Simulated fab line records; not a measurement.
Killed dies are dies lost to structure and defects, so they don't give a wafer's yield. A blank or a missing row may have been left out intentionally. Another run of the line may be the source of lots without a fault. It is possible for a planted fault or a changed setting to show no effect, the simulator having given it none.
One fault through the eyes of 3 desks | flow nand harc | each desk has only its own numbers; what lay behind them comes last

THE DEFECT DESK
For each lot, the counts of the inspections along the route, averaged over the sampled wafers that have a number. A lot is out of limits, marked OUT, if its mean lies more than 4 standard deviations from the usual mean; the brackets give that distance.
Columns: A = raw defect count at NHARC_P_CONTACT_INSPECT_27, usual 301
lot  | first seen here | A
L790 | day 6 01:40     | 284
L791 | day 6 11:33     | 292
L792 | day 6 19:34     | 324
L793 | day 7 04:30     | 351
L795 | day 7 21:00     | 217
L794 | day 7 21:35     | 461
L796 | day 8 12:22     | 483
L797 | day 9 00:59     | 174
L798 | day 9 12:19     | 289
L804 | day 12 04:15    | 288
L812 | day 15 12:56    | 394
L813 | day 15 21:11    | 231
Finding of this desk: none of the 12 lots has anything out of limits.

THE TOOL OWNER'S DESK: ald metal-02
The tool's own readings at NHARC_P_CONTACT_ALD_22 (deposits TiN, target thk 3 nm, pulse time 1 s, ald cycles 150): means of the sampled wafers that have a number, for each lot that ran on this tool. A lot is out of limits, marked OUT, if its mean lies more than 4 standard deviations from the usual mean; the brackets give that distance.
Columns: A = heater power w at NHARC_P_CONTACT_ALD_22, usual 1078 W; B = precursor pulse height rel at NHARC_P_CONTACT_ALD_22, usual 0.998
lot  | first seen here | A    | B
L790 | day 6 00:27     | 1095 | 0.994
L795 | day 7 19:46     | 928  | 1.004
L804 | day 12 03:00    | 1084 | 1.000
Finding of this desk: none of the 3 lots has anything out of limits.

METROLOGY DESK
What the gauges read, lot by lot, whatever tool the lot ran on: means of the sampled wafers that have a number. A lot is out of limits, marked OUT, if its mean lies more than 4 standard deviations from the usual mean; the brackets give that distance.
Columns: A = overlay x nm at NHARC_P_M0_OVL_MEAS_10, usual -0.1 nm; B = overlay y nm at NHARC_P_M0_OVL_MEAS_10, usual 0.4 nm
lot  | first seen here | A    | B
L790 | day 6 02:32     | 0.5  | 1.4
L791 | day 6 12:41     | -0.6 | 0.0
L792 | day 6 20:27     | -0.5 | 1.8
L793 | day 7 05:30     | 0.1  | 1.0
L795 | day 7 21:52     | 0.3  | 0.4
L794 | day 7 22:34     | -0.8 | -0.6
L796 | day 8 13:14     | 0.8  | -1.6
L797 | day 9 01:58     | -0.2 | 0.6
L798 | day 9 13:19     | -0.1 | 0.6
L804 | day 12 05:07    | -0.8 | 0.0
L812 | day 15 13:56    | -0.4 | 1.0
L813 | day 15 22:10    | -1.1 | 2.0
Finding of this desk: none of the 12 lots has anything out of limits.

ALL TOGETHER
Nothing out of limits was seen by the defect desk.
The tool owner's desk saw nothing out of limits.
The metrology desk saw nothing out of limits.

WHAT THE SIMULATOR HAD INSERTED
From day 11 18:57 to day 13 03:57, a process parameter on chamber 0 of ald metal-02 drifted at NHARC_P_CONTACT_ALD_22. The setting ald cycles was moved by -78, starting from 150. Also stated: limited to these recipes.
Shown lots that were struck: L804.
